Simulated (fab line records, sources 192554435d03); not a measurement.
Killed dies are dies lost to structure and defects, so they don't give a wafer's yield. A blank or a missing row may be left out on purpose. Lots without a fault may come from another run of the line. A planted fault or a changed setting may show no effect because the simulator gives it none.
fab line records | flow n5_finfet
record lots=9 wafers=27 last_day=16
route steps=1938 shown DUMMY_GATE@214 BEOL_M4@1088 PASSIVATION@1936
lots that met no fault: from a run of the same line without faults
start_h: hours from the record's first day to the start of the lot's first wafer shown | wait_h: hours since the lot's step before | " the same as in the row above | L1.1+2: a row that stands for several wafers | - no value, or no start given | * or withheld: withheld | < > ~ a bound
route shown NAME@n: a module of which the file shows steps, and the number in the route of the first | usual: mean/standard deviation of fault-free wafers | same: alike in all rows | chamber/n: place in a boat | sites: the reading at each site | _std_site: their standard deviation | _edge_site: outer sites' mean less inner sites' | radius_mm: how far each site lies from the wafer's centre | mask NAME#n: copy n | behind: the tool/chamber that last shaped the wafer | hold: why the lot was held/for how many hours/how that ended | device: the transistor (n, p or np) that didn't switch | end of line: the same wafers' tests at the end of the route | a step without rows: its recipe alone | killed: dies lost to structure and defects at the first sort, not the wafer's yield | map: a wafer's dies, x killed, . not, _ none there
set.NAME: the setting as run; set.NAME@STEP: as run at that earlier step | model.NAME: the simulator's own value behind a step, which no gauge read
steps of the route over a sample of lots; a table a step, a row a wafer
services: from which hour (start_h, from the record's first day; less than 0 if before it) a tool's chamber was out of use, for how many hours, and why
## steps
# step N5_DUMMY_GATE_ALD_02
# recipe material=SiO2 target_thk_a=20 temp_c=300 ald_precursor_family=BDEAS ald_co_reactant=O2-plasma pulse_time_s=1 pressure_torr=2
# usual chamber_pressure_Torr=1.999/0.0048 heater_power_w=432/55 precursor_pulse_height_rel=1.001/0.02
# columns lot.wafer tool chamber start_h wait_h chamber_pressure_Torr heater_power_w precursor_pulse_height_rel
L897.3 ald_sin-03 3 43.26 0.3 1.998 389 1.006
L897.4 " 2 " " 1.988 366 0.993
L897.5 " 1 " " 2.005 451 1.008
L898.2 ald_sin-04 2 48.95 0.2 1.998 413 0.971
L898.4 " 1 " " 2.001 447 1.006
L898.6 " 0 " " 1.992 513 1.013
L899.1 ald_sin-03 2 56.51 0.6 2.004 377 1.022
L899.3 " 1 " " 1.994 447 0.990
L899.5 " 2 " " 1.998 365 0.995
L900.1 ald_sin-03 1 63.37 0.0 2.001 460 1.025
L900.3 " 3 " " 1.995 389 0.980
L900.6 " 1 " " 2.003 448 1.000
L901.1 ald_sin-03 1 68.38 0.0 1.999 442 0.963
L901.4 " 0 " " 1.991 508 0.977
L901.6 " 3 " " 1.997 377 0.989
L902.1 ald_sin-03 1 72.31 0.1 2.004 452 1.020
L902.3 " 0 " " 1.997 508 1.029
L902.6 " 3 " " 2.004 375 1.001
L905.1 ald_sin-03 2 90.80 0.0 1.995 373 0.976
L905.2 " 1 " " 2.007 449 0.990
L905.4 " 0 " " 1.994 518 0.988
L907.2 ald_sin-03 2 108.31 0.3 2.001 366 0.997
L907.4 " 1 " " 1.998 455 1.041
L907.6 " 3 " " 2.003 396 0.995
L916.2 ald_sin-01 2 157.55 0.0 1.999 486 1.004
L916.3 " 0 " " 2.001 385 0.999
L916.4 " 1 " " 1.997 516 1.011
# step N5_BEOL_M4_SPUTTER_81
# recipe material=Cu target_thk_a=45 temp_c=-20 chamber_pressure_pa=0.07 power_w=withheld time_s=8.29
# usual throttle_valve_pct=29.8/1.3
# columns lot.wafer tool chamber start_h wait_h throttle_valve_pct
L899.1 pvd_sputter-01 - 170.67 0.1 31.3
L899.3 " - " " 29.3
L899.5 " - " " 30.3
L897.3 pvd_sputter-03 - 170.77 0.1 31.2
L897.4 " - " " 31.4
L897.5 " - " " 28.1
L898.2 pvd_sputter-01 - 175.59 0.1 29.2
L898.4 " - " " 31.3
L898.6 " - " " 31.3
L901.1 pvd_sputter-01 - 196.82 0.1 28.4
L901.4 " - " " 31.3
L901.6 " - " " 31.2
L902.1 pvd_sputter-02 - 199.12 0.1 27.7
L902.3 " - " " 29.8
L902.6 " - " " 29.6
L900.1 pvd_sputter-01 - 200.62 0.1 29.6
L900.3 " - " " 30.2
L900.6 " - " " 31.2
L905.1 pvd_sputter-01 - 208.82 0.1 31.3
L905.2 " - " " 29.4
L905.4 " - " " 30.3
L907.2 pvd_sputter-02 - 231.47 0.1 29.7
L907.4 " - " " 29.5
L907.6 " - " " 29.7
L916.2 pvd_sputter-02 - 284.06 0.1 29.8
L916.3 " - " " 29.6
L916.4 " - " " 28.1
# step N5_BEOL_M4_SPUTTER_90
# recipe material=Cu target_thk_a=45 temp_c=-20 chamber_pressure_pa=0.07 power_w=withheld time_s=8.29
# usual throttle_valve_pct=29.8/1.3
# columns lot.wafer tool chamber start_h wait_h throttle_valve_pct
L899.1 pvd_sputter-01 - 171.33 0.1 31.3
L899.3 " - " " 29.1
L899.5 " - " " 30.2
L897.3 pvd_sputter-03 - 171.43 0.1 31.3
L897.4 " - " " 31.2
L897.5 " - " " 27.8
L898.2 pvd_sputter-01 - 176.25 0.1 29.1
L898.4 " - " " 31.3
L898.6 " - " " 31.3
L901.1 pvd_sputter-01 - 197.48 0.1 28.6
L901.4 " - " " 31.1
L901.6 " - " " 31.1
L902.1 pvd_sputter-02 - 199.78 0.1 28.1
L902.3 " - " " 29.7
L902.6 " - " " 29.5
L900.1 pvd_sputter-01 - 201.28 0.1 29.2
L900.3 " - " " 30.4
L900.6 " - " " 30.9
L905.1 pvd_sputter-01 - 209.48 0.1 30.9
L905.2 " - " " 29.3
L905.4 " - " " 30.3
L907.2 pvd_sputter-02 - 232.13 0.1 29.7
L907.4 " - " " 29.3
L907.6 " - " " 29.8
L916.2 pvd_sputter-02 - 284.72 0.1 29.8
L916.3 " - " " 29.5
L916.4 " - " " 27.8
# step N5_BEOL_M4_CO_CAP_55
# recipe material=Co target_thk_a=20 temp_c=200 precursor=CCTBA/H2 pressure_torr=30 time_s=102.1
# usual chamber_pressure_Torr=30.00/0.076 heater_power_w=220/25
# columns lot.wafer tool chamber start_h wait_h chamber_pressure_Torr heater_power_w
L899.1 cvd_co-01 1 172.86 0.0 30.01 191
L899.3 " 2 " " 29.92 213
L899.5 " 2 " " 29.95 214
L897.3 cvd_co-02 1 173.01 0.1 29.92 206
L897.4 " 0 " " 30.00 218
L897.5 " 0 " " 29.97 219
L898.2 cvd_co-01 0 177.78 0.0 29.79 212
L898.4 " 0 " " 29.99 214
L898.6 " 2 " " 30.05 215
L901.1 cvd_co-01 0 199.41 0.0 30.03 216
L901.4 " 2 " " 30.01 211
L901.6 " 1 " " 30.00 200
L902.1 cvd_co-01 1 201.31 0.0 29.94 204
L902.3 " 2 " " 30.02 216
L902.6 " 1 " " 29.92 194
L900.1 cvd_co-02 1 202.96 0.0 29.90 209
L900.3 " 2 " " 30.01 274
L900.6 " 0 " " 30.04 218
L905.1 cvd_co-01 1 211.01 0.0 30.02 195
L905.2 " 0 " " 29.79 215
L905.4 " 2 " " 29.98 215
L907.2 cvd_co-02 2 233.65 0.0 30.05 284
L907.4 " 0 " " 29.95 220
L907.6 " 2 " " 30.01 280
L916.2 cvd_co-01 2 286.26 0.0 29.96 218
L916.3 " 1 " " 30.15 199
L916.4 " 2 " " 30.03 217
# step N5_BEOL_M4_RC_MEAS_101
# usual DIBL_N=36.3/1 DIBL_P=36.2/1.4 EOT_N=10.56/0.079 EOT_P=10.50/0.083 IGATE_N=0.0120/0.0013 IGATE_P=0.0036/0.00041 IOFF_N=0.157/0.021 IOFF_N_85C=3.1/0.35 IOFF_N_LIN=0.073/0.0083 IOFF_P=0.206/0.025 IOFF_P_85C=3.6/0.37 IOFF_P_LIN=0.099/0.01 ION_N=673/9 ION_P=461/6.4 SS_N=71.5/0.5 SS_P=73.2/0.47 VT_N=249.9/2.4 VT_N_LVT=98.2/2.7 VT_P=-250.6/2.9 VT_P_LVT=-98.8/2.6
# columns lot.wafer tool chamber start_h wait_h DIBL_N[mV/V] DIBL_P[mV/V] EOT_N EOT_P IGATE_N[nA/um] IGATE_P[nA/um] IOFF_N[nA/um] IOFF_N_85C[nA/um] IOFF_N_LIN[nA/um] IOFF_P[nA/um] IOFF_P_85C[nA/um] IOFF_P_LIN[nA/um] ION_N[uA/um] ION_P[uA/um] SS_N[mV/dec] SS_P[mV/dec] VT_N[mV] VT_N_LVT[mV] VT_P[mV] VT_P_LVT[mV]
L899.1 prober-02 0 173.09 0.0 36.7 35.9 10.55 10.50 0.0128 0.0038 0.175 3.4 0.080 0.204 3.6 0.094 683 460 71.6 73.8 249.0 95.2 -251.3 -99.1
L899.3 " 0 " " 34.9 34.3 10.47 10.42 0.0134 0.0039 0.153 3.0 0.072 0.182 3.2 0.088 679 466 71.4 73.2 250.8 95.3 -252.4 -99.7
L899.5 " 0 " " 36.6 36.5 10.57 10.48 0.0118 0.0035 0.190 3.6 0.086 0.208 3.6 0.095 689 462 71.7 74.1 248.7 92.7 -253.0 -98.6
L897.3 prober-01 0 173.55 0.3 35.3 34.4 10.49 10.46 0.0130 0.0038 0.136 2.7 0.065 0.177 3.2 0.087 671 462 70.8 73.1 250.8 96.4 -251.1 -98.2
L897.4 " 0 " " 37.3 37.2 10.61 10.59 0.0109 0.0032 0.170 3.2 0.078 0.217 3.8 0.101 682 467 71.2 74.0 248.2 93.7 -250.9 -96.5
L897.5 " 0 " " 34.9 34.2 10.63 10.50 0.0109 0.0032 0.129 2.6 0.062 0.175 3.2 0.086 668 461 70.1 73.2 250.4 98.6 -252.8 -98.7
L898.2 prober-02 0 178.17 0.2 36.3 36.9 10.53 10.44 0.0120 0.0034 0.150 2.9 0.069 0.209 3.7 0.101 659 457 71.7 72.9 252.3 98.7 -251.1 -98.2
L898.4 " 0 " " 35.5 36.1 10.55 10.50 0.0123 0.0035 0.134 2.7 0.063 0.194 3.4 0.094 657 452 71.6 73.6 255.2 100.6 -251.2 -99.8
L898.6 " 0 " " 37.9 38.2 10.55 10.53 0.0120 0.0034 0.171 3.3 0.075 0.225 3.9 0.106 669 461 72.7 74.3 250.0 98.2 -252.0 -97.6
L901.1 prober-02 0 199.64 0.0 36.7 37.4 10.58 10.43 0.0119 0.0035 0.170 3.3 0.077 0.224 3.9 0.106 669 464 72.4 73.5 247.3 96.7 -249.1 -96.6
L901.4 " 0 " " 35.1 36.1 10.43 10.33 0.0129 0.0039 0.145 2.9 0.067 0.196 3.5 0.095 665 456 71.5 73.2 251.9 98.3 -252.0 -99.5
L901.6 " 0 " " 35.3 36.2 10.45 10.39 0.0126 0.0038 0.144 2.9 0.067 0.196 3.5 0.097 661 458 70.9 73.4 251.8 98.8 -252.4 -98.8
L902.1 prober-01 0 201.54 0.0 37.5 35.9 10.50 10.51 0.0110 0.0033 0.151 3.0 0.071 0.199 3.4 0.095 668 464 71.5 73.9 250.2 99.8 -249.6 -100.5
L902.3 " 0 " " 39.5 38.7 10.47 10.40 0.0142 0.0043 0.202 3.7 0.089 0.242 4.0 0.109 686 467 72.3 73.3 246.9 94.4 -247.3 -98.6
L902.6 " 0 " " 38.3 37.6 10.36 10.39 0.0146 0.0045 0.181 3.4 0.083 0.226 3.7 0.103 686 469 71.5 73.5 250.7 96.6 -250.6 -98.4
L900.1 prober-01 0 203.23 0.0 35.1 35.5 10.42 10.48 0.0146 0.0044 0.132 2.7 0.062 0.191 3.4 0.095 675 465 70.5 72.7 252.1 101.9 -252.4 -101.8
L900.3 " 0 " " 36.8 37.4 10.62 10.42 0.0115 0.0034 0.159 3.1 0.073 0.221 3.8 0.106 679 471 71.0 73.3 246.7 99.2 -248.8 -98.6
L900.6 " 0 " " 36.6 37.1 10.64 10.55 0.0120 0.0036 0.158 3.1 0.072 0.216 3.7 0.102 679 464 71.9 72.9 248.5 99.9 -251.5 -100.1
L905.1 prober-02 0 211.26 0.0 35.4 35.4 10.37 10.49 0.0132 0.0039 0.140 2.7 0.064 0.180 3.1 0.086 663 451 70.8 73.5 252.7 100.8 -250.7 -103.5
L905.2 " 0 " " 46.5 48.4 15.11 14.97 0.0001 0.0000 0.436 7.0 0.197 0.484 7.3 0.225 626 428 73.8 75.9 236.4 85.7 -240.1 -90.2
L905.4 " 0 " " 36.2 35.5 10.61 10.49 0.0121 0.0036 0.159 3.0 0.069 0.186 3.2 0.088 661 450 71.9 73.4 250.9 98.8 -254.0 -103.0
L907.2 prober-01 0 234.04 0.2 46.7 47.6 14.89 14.92 0.0001 0.0000 0.399 6.8 0.186 0.493 7.6 0.243 617 424 73.4 75.3 238.2 87.1 -241.4 -86.2
L907.4 " 0 " " 35.9 35.9 10.46 10.54 0.0141 0.0042 0.152 3.0 0.072 0.208 3.6 0.103 670 465 71.8 72.8 250.5 97.6 -248.5 -98.4
L907.6 " 0 " " 35.5 35.2 10.61 10.45 0.0121 0.0037 0.155 3.1 0.074 0.199 3.5 0.099 674 469 71.9 72.5 249.1 97.2 -248.3 -97.5
L916.2 prober-01 0 287.29 0.8 35.8 36.5 10.47 10.31 0.0135 0.0041 0.162 3.2 0.075 0.227 3.9 0.108 680 469 71.4 74.0 245.4 97.6 -247.4 -96.6
L916.3 " 0 " " 34.6 35.0 10.64 10.55 0.0117 0.0035 0.136 2.8 0.065 0.198 3.5 0.099 670 467 71.5 72.7 251.9 101.8 -251.0 -97.0
L916.4 " 0 " " 35.3 35.7 10.56 10.43 0.0126 0.0038 0.152 3.1 0.071 0.210 3.6 0.103 677 468 71.4 73.7 251.6 98.9 -245.4 -97.9
# step N5_PASSIVATION_PROBE_49
# usual defect_limited_yield=91.1/1.3 killed_at_M0_to_M3=36/10 killed_at_M4_up=14/4.4 killed_at_contacts=14/5.7 killed_at_front_end=39/9.4 killed_at_other=2.9/2.6 killed_dies=105/15 killed_open=70/12 killed_short=34/7.1 sort_bin_4_leakage=0/0 sort_bin_5_function=5.3/0.77 sort_bin_6_memory=3.3/0.66 sort_bin_8_speed=0.00/0.007 sort_n_pass=1075/15 sort_yield_pct=91.1/1.3
# same gross_dies=1180 killed_at_back_side=0
# columns lot.wafer tool chamber start_h wait_h defect_limited_yield[%] killed_at_M0_to_M3 killed_at_M4_up killed_at_contacts killed_at_front_end killed_at_other killed_dies killed_open killed_short sort_bin_4_leakage[%] sort_bin_5_function[%] sort_bin_6_memory[%] sort_bin_8_speed[%] sort_n_pass sort_yield_pct[%]
L899.1 prober-02 - 278.73 0.0 92.4 34 11 9 33 3 90 61 28 0 4.0 3.3 0 1090 92.4
L899.3 prober-02 - 278.83 0.1 90.3 49 12 4 44 6 115 67 48 0 4.7 4.2 0 1065 90.3
L899.5 prober-02 - 278.93 0.2 91.3 29 8 1 57 8 103 61 42 0 4.5 3.8 0 1077 91.3
L897.3 prober-01 - 280.80 0.1 91.1 36 19 13 36 1 105 61 42 0 5.5 3.1 0 1075 91.1
L897.4 prober-01 - 280.85 0.2 91.6 34 13 8 40 4 99 63 33 0 4.6 3.4 0 1081 91.6
L897.5 prober-01 - 280.90 0.2 93.2 27 8 6 37 2 80 52 27 0 4.2 2.5 0 1100 93.2
L898.2 prober-01 - 282.07 0.1 92.5 37 13 3 35 1 89 64 24 0 4.6 2.8 0 1091 92.5
L898.4 prober-01 - 282.17 0.2 89.8 23 14 26 55 2 120 81 37 0 5.8 4.1 0 1060 89.8
L898.6 prober-01 - 282.27 0.3 87.9 57 23 14 49 0 143 89 52 0 7.0 4.8 0 1037 87.9
L900.1 prober-01 - 298.49 0.0 90.8 34 12 9 54 0 109 72 37 0 5.4 3.3 0 1071 90.8
L900.3 prober-01 - 298.59 0.1 89.0 40 17 8 58 7 130 91 38 0 7.0 3.8 0 1050 89.0
L900.6 prober-01 - 298.74 0.3 89.0 50 22 12 42 4 130 89 38 0 6.7 3.9 0 1050 89.0
L901.1 prober-01 - 302.80 0.0 90.7 21 7 17 65 0 110 79 28 0 5.6 3.2 0 1070 90.7
L901.4 prober-01 - 302.95 0.2 90.8 18 23 13 54 1 109 70 35 0 5.6 3.4 0 1071 90.8
L901.6 prober-01 - 303.05 0.3 90.7 36 17 11 46 0 110 76 32 0 5.8 3.3 0 1070 90.7
L902.1 prober-02 - 303.57 0.0 89.2 62 12 16 33 4 127 81 45 0 5.8 4.6 0 1053 89.2
L902.3 prober-02 - 303.67 0.1 88.8 38 16 16 52 10 132 78 52 0 6.0 4.7 0 1048 88.8
L902.6 prober-02 - 303.82 0.3 90.8 50 11 19 26 3 109 66 42 0 5.4 3.7 0 1071 90.8
L905.1 prober-02 - 315.24 0.0 90.8 36 15 9 43 6 109 66 42 0 5.6 3.4 0 1071 90.8
L905.2 prober-02 - 315.29 0.1 91.8 41 13 8 35 0 97 66 31 28.98 5.2 2.9 28.98 399 33.8
L905.4 prober-02 - 315.39 0.2 91.5 41 12 14 29 4 100 55 44 0 5.2 2.8 0 1080 91.5
L907.2 prober-02 - 323.93 0.1 94.4 20 9 15 21 1 66 47 16 9.32 3.4 2.1 81.78 39 3.3
L907.4 prober-02 - 324.03 0.2 92.7 27 14 7 26 12 86 54 31 0 4.2 2.8 0 1094 92.7
L907.6 prober-02 - 324.13 0.3 93.8 18 10 17 23 5 73 44 29 0 3.8 2.0 0 1107 93.8
L916.2 prober-02 - 390.22 0.1 90.8 37 8 14 46 4 109 73 34 0 5.3 3.5 0 1071 90.8
L916.3 prober-02 - 390.27 0.1 89.5 49 12 6 55 2 124 79 45 0 5.9 4.3 0 1056 89.5
L916.4 prober-02 - 390.32 0.2 89.8 40 11 16 52 1 120 73 47 0 6.2 3.6 0 1060 89.8
# killed by level:class
L899.1 BEOL_M2:geometric_particle:open=13 STI_FIN_REVEAL:geometric_particle:open=8 MOL_CONTACT_COAG:geometric_particle:open=8 BEOL_M0_SAQP:geometric_particle:short=5 FIN_SAQP:geometric_particle:open=4 ILD0:geometric_particle:open=4 BEOL_M3:geometric_particle:open=4 BEOL_M4:geometric_particle:open=4
L899.3 BEOL_M0_SAQP:geometric_particle:short=15 BEOL_M2:geometric_particle:open=10 STI_FIN_REVEAL:geometric_particle:open=8 BEOL_M3:geometric_particle:open=8 FIN_SAQP:geometric_particle:short=7 ILD0:geometric_particle:short=7 BEOL_M0_SAQP:geometric_particle:open=7 BEOL_M4:geometric_particle:open=5
L899.5 STI_FIN_REVEAL:geometric_particle:open=11 FIN_SAQP:geometric_particle:open=8 DUMMY_GATE:geometric_particle:open=8 GATE_CUT:geometric_particle:short=6 BEOL_M3:geometric_particle:open=6 FIN_SAQP:geometric_particle:short=5 BEOL_M2:geometric_particle:open=5 ILD0:geometric_particle:open=4
L897.3 BEOL_M0_SAQP:geometric_particle:open=12 MOL_CONTACT_COAG:geometric_particle:open=10 BEOL_M0_SAQP:geometric_particle:short=9 FIN_SAQP:geometric_particle:short=7 GATE_CUT:geometric_particle:short=6 BEOL_M4:geometric_particle:open=6 STI_FIN_REVEAL:geometric_particle:open=5 BEOL_M1:geometric_particle:open=5
L897.4 BEOL_M2:geometric_particle:open=11 FIN_SAQP:geometric_particle:open=8 STI_FIN_REVEAL:geometric_particle:open=8 BEOL_M0_SAQP:geometric_particle:short=7 MOL_CONTACT_COAG:geometric_particle:open=7 FIN_SAQP:geometric_particle:short=6 BEOL_M0_SAQP:geometric_particle:open=5 BEOL_M3:geometric_particle:open=5
L897.5 BEOL_M0_SAQP:geometric_particle:open=11 STI_FIN_REVEAL:geometric_particle:open=10 DUMMY_GATE:geometric_particle:open=6 FIN_SAQP:geometric_particle:open=5 FIN_SAQP:geometric_particle:short=4 BEOL_M0_SAQP:geometric_particle:short=4 BEOL_M3:geometric_particle:open=4 MOL_CONTACT_COAG:geometric_particle:open=3
L898.2 BEOL_M3:geometric_particle:open=10 STI_FIN_REVEAL:geometric_particle:open=8 BEOL_M1:geometric_particle:open=8 FIN_SAQP:geometric_particle:open=7 BEOL_M4:geometric_particle:open=7 GATE_CUT:geometric_particle:short=5 BEOL_M0_SAQP:geometric_particle:open=5 DUMMY_GATE:geometric_particle:open=4
L898.4 MOL_CONTACT_COAG:geometric_particle:open=18 STI_FIN_REVEAL:geometric_particle:open=15 FIN_SAQP:geometric_particle:open=13 MOL_CONTACT_COAG:geometric_particle:short=8 BEOL_M0_SAQP:geometric_particle:short=7 BEOL_M0_SAQP:geometric_particle:open=6 FIN_SAQP:geometric_particle:short=5 DUMMY_GATE:geometric_particle:open=5
L898.6 BEOL_M0_SAQP:geometric_particle:open=13 MOL_CONTACT_COAG:geometric_particle:open=12 FIN_SAQP:geometric_particle:short=11 FIN_SAQP:geometric_particle:open=11 BEOL_M0_SAQP:geometric_particle:short=10 BEOL_M4:geometric_particle:open=10 STI_FIN_REVEAL:geometric_particle:open=9 BEOL_M2:geometric_particle:open=9
L900.1 STI_FIN_REVEAL:geometric_particle:open=17 FIN_SAQP:geometric_particle:open=14 BEOL_M0_SAQP:geometric_particle:short=8 MOL_CONTACT_COAG:geometric_particle:open=7 BEOL_M3:geometric_particle:open=6 BEOL_M0_SAQP:geometric_particle:open=5 BEOL_M1:geometric_particle:open=5 STARTING-WAFER:geometric_particle:open=5
L900.3 STI_FIN_REVEAL:geometric_particle:open=21 BEOL_M3:geometric_particle:open=11 MOL_CONTACT_COAG:geometric_particle:open=8 BEOL_M0_SAQP:geometric_particle:open=8 FIN_SAQP:geometric_particle:short=7 FIN_SAQP:geometric_particle:open=7 BEOL_M4:geometric_particle:open=7 BEOL_M1:geometric_particle:open=6
L900.6 FIN_SAQP:geometric_particle:open=17 MOL_CONTACT_COAG:geometric_particle:open=10 BEOL_M0_SAQP:geometric_particle:short=9 BEOL_M4:geometric_particle:open=9 BEOL_M3:geometric_particle:open=8 DUMMY_GATE:geometric_particle:open=7 BEOL_M1:geometric_particle:open=7 STI_FIN_REVEAL:geometric_particle:open=6
L901.1 STI_FIN_REVEAL:geometric_particle:open=30 MOL_CONTACT_COAG:geometric_particle:open=11 FIN_SAQP:geometric_particle:open=6 MOL_CONTACT_COAG:geometric_particle:short=6 DUMMY_GATE:geometric_particle:open=5 GATE_CUT:geometric_particle:open=5 BEOL_M1:geometric_particle:open=5 ILD0:geometric_particle:short=3
L901.4 STI_FIN_REVEAL:geometric_particle:open=16 BEOL_M4:geometric_particle:open=14 MOL_CONTACT_COAG:geometric_particle:open=9 GATE_CUT:geometric_particle:short=8 BEOL_M0_SAQP:geometric_particle:short=7 FIN_SAQP:geometric_particle:open=6 BEOL_M0_SAQP:geometric_particle:open=5 FIN_SAQP:geometric_particle:short=4
L901.6 BEOL_M0:geometric_particle:open=11 MOL_CONTACT_COAG:geometric_particle:open=10 BEOL_M4:geometric_particle:open=9 STI_FIN_REVEAL:geometric_particle:open=8 DUMMY_GATE:geometric_particle:open=7 FIN_SAQP:geometric_particle:open=6 FIN_SAQP:geometric_particle:short=6 BEOL_M0_SAQP:geometric_particle:short=5
L902.1 BEOL_M0_SAQP:geometric_particle:open=20 BEOL_M0_SAQP:geometric_particle:short=19 MOL_CONTACT_COAG:geometric_particle:open=15 BEOL_M2:geometric_particle:open=10 FIN_SAQP:geometric_particle:short=7 STI_FIN_REVEAL:geometric_particle:open=6 FIN_SAQP:geometric_particle:open=5 BEOL_M3:geometric_particle:open=5
L902.3 BEOL_M0_SAQP:geometric_particle:short=14 MOL_CONTACT_COAG:geometric_particle:open=13 FIN_SAQP:geometric_particle:short=12 STI_FIN_REVEAL:geometric_particle:open=12 BEOL_M0_SAQP:geometric_particle:open=11 BEOL_M4:geometric_particle:open=8 FIN_SAQP:geometric_particle:open=6 BEOL_M2:geometric_particle:open=6
L902.6 BEOL_M0_SAQP:geometric_particle:short=19 MOL_CONTACT_COAG:geometric_particle:open=12 STI_FIN_REVEAL:geometric_particle:open=8 BEOL_M2:geometric_particle:open=8 MOL_CONTACT_COAG:geometric_particle:short=7 BEOL_M0_SAQP:geometric_particle:open=7 BEOL_M1:geometric_particle:open=6 BEOL_M4:geometric_particle:open=6
L905.1 FIN_SAQP:geometric_particle:short=12 BEOL_M4:geometric_particle:open=10 STI_FIN_REVEAL:geometric_particle:open=9 BEOL_M0_SAQP:geometric_particle:open=8 GATE_CUT:geometric_particle:short=7 BEOL_M0_SAQP:geometric_particle:short=7 BEOL_M3:geometric_particle:open=6 MOL_CONTACT_COAG:geometric_particle:open=6
L905.2 BEOL_M0_SAQP:geometric_particle:short=12 BEOL_M0_SAQP:geometric_particle:open=10 BEOL_M3:geometric_particle:open=8 STI_FIN_REVEAL:geometric_particle:open=7 BEOL_M4:geometric_particle:open=7 FIN_SAQP:geometric_particle:open=5 GATE_CUT:geometric_particle:short=5 MOL_CONTACT_COAG:geometric_particle:open=5
L905.4 FIN_SAQP:geometric_particle:short=11 MOL_CONTACT_COAG:geometric_particle:open=10 BEOL_M3:geometric_particle:open=8 BEOL_M0_SAQP:geometric_particle:short=6 BEOL_M0_SAQP:geometric_particle:open=6 BEOL_M1:geometric_particle:open=6 BEOL_M4:geometric_particle:open=6 GATE_CUT:geometric_particle:short=5
L907.2 MOL_CONTACT_COAG:geometric_particle:open=12 BEOL_M3:geometric_particle:open=6 STI_FIN_REVEAL:geometric_particle:open=5 BEOL_M1:geometric_particle:open=5 DUMMY_GATE:geometric_particle:open=4 BEOL_M0_SAQP:geometric_particle:short=4 MOL_CONTACT_COAG:geometric_particle:short=3 BEOL_M1:geometric_particle:short=3
L907.4 BEOL_M0_SAQP:geometric_particle:open=8 MOL_CONTACT_COAG:geometric_particle:open=7 FIN_SAQP:geometric_particle:open=4 DUMMY_GATE:geometric_particle:open=4 BEOL_M4:geometric_particle:short=4 BEOL_M0_SAQP:geometric_particle:short=4 BEOL_M1:geometric_particle:open=4 BEOL_M5:geometric_particle:open=4
L907.6 MOL_CONTACT_COAG:geometric_particle:open=12 BEOL_M3:geometric_particle:open=7 MOL_CONTACT_COAG:geometric_particle:short=5 FIN_SAQP:geometric_particle:short=4 ILD0:geometric_particle:short=4 BEOL_M0_SAQP:geometric_particle:short=4 BEOL_M5:geometric_particle:open=4 STARTING-WAFER:geometric_particle:open=4
L916.2 FIN_SAQP:geometric_particle:open=12 MOL_CONTACT_COAG:geometric_particle:open=12 BEOL_M0_SAQP:geometric_particle:open=8 BEOL_M1:geometric_particle:open=7 FIN_SAQP:geometric_particle:short=5 STI_FIN_REVEAL:geometric_particle:open=5 STARTING-WAFER:geometric_particle:open=5 BEOL_M0_SAQP:geometric_particle:short=4
L916.3 STI_FIN_REVEAL:geometric_particle:open=12 BEOL_M2:geometric_particle:open=11 BEOL_M0_SAQP:geometric_particle:short=10 FIN_SAQP:geometric_particle:short=9 BEOL_M1:geometric_particle:open=9 FIN_SAQP:geometric_particle:open=8 BEOL_M0_SAQP:geometric_particle:open=8 GATE_CUT:geometric_particle:short=7
L916.4 BEOL_M0_SAQP:geometric_particle:short=18 FIN_SAQP:geometric_particle:open=17 MOL_CONTACT_COAG:geometric_particle:open=12 BEOL_M0_SAQP:geometric_particle:open=12 FIN_SAQP:geometric_particle:short=7 STI_FIN_REVEAL:geometric_particle:open=6 GATE_CUT:geometric_particle:short=6 BEOL_M0:geometric_particle:open=5
## services
# columns tool chamber start_h hours kind
ald_sin-01 - 41.34 4.3 pm
pvd_sputter-01 - 44.92 1.6 repair
ald_sin-01 0 46.17 8.2 repair
cvd_co-02 - 46.68 2.8 pm
cvd_co-02 - 49.51 0.9 repair
cvd_co-01 2 55.19 3.8 repair
pvd_sputter-01 - 69.15 2.1 repair
pvd_sputter-02 - 71.13 0.5 repair
ald_sin-01 - 85.25 14.0 pm
ald_sin-04 1 90.16 5.2 repair
pvd_sputter-02 - 125.20 3.7 repair
ald_sin-01 1 125.40 1.6 repair
cvd_co-02 0 128.78 10.8 repair
ald_sin-04 - 139.20 1.7 repair
cvd_co-02 2 164.82 8.4 repair
ald_sin-01 0 165.18 1.3 repair
ald_sin-01 2 233.47 5.1 repair
ald_sin-03 2 235.43 3.2 repair
ald_sin-01 1 237.89 16.2 repair
cvd_co-01 0 240.44 2.5 repair
ald_sin-03 1 241.41 2.0 repair
ald_sin-01 3 263.68 17.2 repair
ald_sin-03 - 268.90 14.0 pm
ald_sin-03 0 268.90 14.0 vent_cycle
## key
first_sign step=N5_BEOL_M4_RC_MEAS_101 reading=EOT_N direction=up sigmas=56 usual=10.56 struck=15.00
effect step=N5_BEOL_M4_RC_MEAS_101 reading=EOT_P direction=up sigmas=54 usual=10.50 struck=14.95
effect step=N5_BEOL_M4_RC_MEAS_101 reading=IOFF_N_LIN direction=up sigmas=14 usual=0.073 struck=0.191
effect step=N5_BEOL_M4_RC_MEAS_101 reading=IOFF_P_LIN direction=up sigmas=13 usual=0.099 struck=0.234
effect step=N5_BEOL_M4_RC_MEAS_101 reading=IOFF_N direction=up sigmas=12 usual=0.157 struck=0.418
effect step=N5_BEOL_M4_RC_MEAS_101 reading=IOFF_P direction=up sigmas=11 usual=0.206 struck=0.489
effect step=N5_BEOL_M4_RC_MEAS_101 reading=IOFF_N_85C direction=up sigmas=11 usual=3.1 struck=6.9
effect step=N5_BEOL_M4_RC_MEAS_101 reading=IOFF_P_85C direction=up sigmas=10 usual=3.6 struck=7.4
effect step=N5_BEOL_M4_RC_MEAS_101 reading=DIBL_N direction=up sigmas=10 usual=36.3 struck=46.6
effect step=N5_BEOL_M4_RC_MEAS_101 reading=IGATE_N direction=down sigmas=9 usual=0.0120 struck=0.0001
effect step=N5_BEOL_M4_RC_MEAS_101 reading=IGATE_P direction=down sigmas=8.7 usual=0.0036 struck=0.0000
effect step=N5_BEOL_M4_RC_MEAS_101 reading=DIBL_P direction=up sigmas=8.2 usual=36.2 struck=48.0
effect step=N5_PASSIVATION_PROBE_49 reading=sort_bin_8_speed direction=up sigmas=99+ usual=0.00 struck=55.38
met_at N5_DUMMY_GATE_ALD_02
struck_lots L905,L907
struck_wafers L905.2,L907.2
not_acting_at N5_BEOL_M4_SPUTTER_81,N5_BEOL_M4_SPUTTER_90,N5_BEOL_M4_CO_CAP_55
onset_between 72.31 90.80
fault kind=process_parameter_drift tool=ald_sin-03 chamber=- onset_h=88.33 steps=N5_DUMMY_GATE_ALD_02 channel=target_thk_a offset=* shape=step end_h=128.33 scope=struck_wafers_only acts_in=* stated=*
